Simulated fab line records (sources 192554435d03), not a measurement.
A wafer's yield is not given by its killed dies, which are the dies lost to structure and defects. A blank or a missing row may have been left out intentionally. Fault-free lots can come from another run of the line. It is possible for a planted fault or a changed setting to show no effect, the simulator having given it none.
Chamber matching | flow n5_finfet | N5_HKMG_FIN_ALD_36 on ald_metal-04: 4 sister chambers
The step deposits TiN, target thk 1 nm, pulse time 1 s, purge time 3 s. 24 wafers are shown with their chamber, then 12 later ones without.

== EACH WAFER AND ITS CHAMBER ==
wafer  | chamber | heater_power_w (W) | heater_power_outer_w (W) | precursor_pulse_height_rel
L074.1 | 1       | 965                | 560                      | 1.023
L074.4 | 0       | 892                | 532                      | 1.029
L074.5 | 0       | 889                | 523                      | 1.004
L077.1 | 1       | 970                | 558                      | 1.009
L077.2 | 3       | 793                | 489                      | 0.969
L077.4 | 0       | 890                | 518                      | 0.993
L079.1 | 1       | 944                | 562                      | 0.994
L079.3 | 2       | 800                | 487                      | 1.004
L079.6 | 2       | 824                | 496                      | 0.989
L084.2 | 2       | 799                | 481                      | 1.027
L084.3 | 3       | 795                | 491                      | 1.015
L084.6 | 3       | 801                | 494                      | 1.029
L085.2 | 1       | 942                | 578                      | 0.953
L085.5 | 2       | 806                | 480                      | 0.964
L085.6 | 1       | 946                | 584                      | 1.024
L087.1 | 0       | 881                | 539                      | 0.980
L087.5 | 2       | 785                | 493                      | 1.006
L087.6 | 1       | 954                | 562                      | 1.008
L088.1 | 0       | 890                | 531                      | 1.032
L088.3 | 1       | 970                | 555                      | 1.038
L088.4 | 3       | 820                | 491                      | 1.006
L093.3 | 2       | 809                | 481                      | 1.005
L093.4 | 0       | 913                | 529                      | 1.007
L093.6 | 0       | 885                | 534                      | 1.015

SIGNATURES (averages over the wafers above)
reading                    | chamber 0 | chamber 1 | chamber 2 | chamber 3 | scatter within a chamber
heater_power_w             | 891.43    | 955.86    | 803.83    | 802.25    | 11.9
heater_power_outer_w       | 529.43    | 565.57    | 486.33    | 491.25    | 7.94
precursor_pulse_height_rel | 1.00857   | 1.00700   | 0.99917   | 1.00475   | 0.0233
Rule: for each reading, subtract the chamber's mean from the wafer's reading, divide by that reading's scatter and square the result; add these up over the readings and take the root, which gives the wafer's distance from the chamber. The wafer belongs to the nearest chamber; if the next one is less than 2 further off, it can't be placed. The scatter is the square root of a quotient: the sum, over the shown wafers, of each reading's squared deviation from its chamber's mean, divided by wafers minus chambers.

== WAFERS WITH NO CHAMBER GIVEN ==
wafer  | heater_power_w (W) | heater_power_outer_w (W) | precursor_pulse_height_rel
L094.1 | 976                | 571                      | 0.990
L094.5 | 902                | 522                      | 0.996
L094.6 | 960                | 559                      | 0.966
L095.2 | 942                | 570                      | 0.985
L095.3 | 790                | 488                      | 1.015
L095.4 | 777                | 482                      | 0.998
L096.2 | 794                | 490                      | 1.000
L096.4 | 949                | 572                      | 1.017
L096.6 | 811                | 501                      | 1.017
L097.3 | 967                | 567                      | 1.006
L097.5 | 958                | 574                      | 0.994
L097.6 | 801                | 488                      | 0.960

== WHICH CHAMBER EACH ONE RAN IN ==
wafer  | from the rows above     | in truth
L094.1 | 1                       | 1
L094.5 | 0                       | 0
L094.6 | 1                       | 1
L095.2 | 1                       | 1
L095.3 | can't be placed: 3 or 2 | 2
L095.4 | can't be placed: 2 or 3 | 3
L096.2 | can't be placed: 3 or 2 | 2
L096.4 | 1                       | 1
L096.6 | can't be placed: 3 or 2 | 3
L097.3 | 1                       | 1
L097.5 | 1                       | 1
L097.6 | can't be placed: 2 or 3 | 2
Placed correctly: 7 of 12. From these rows, 5 cannot be placed; in 5 the true chamber is one of the candidates. Placed wrongly: 0.
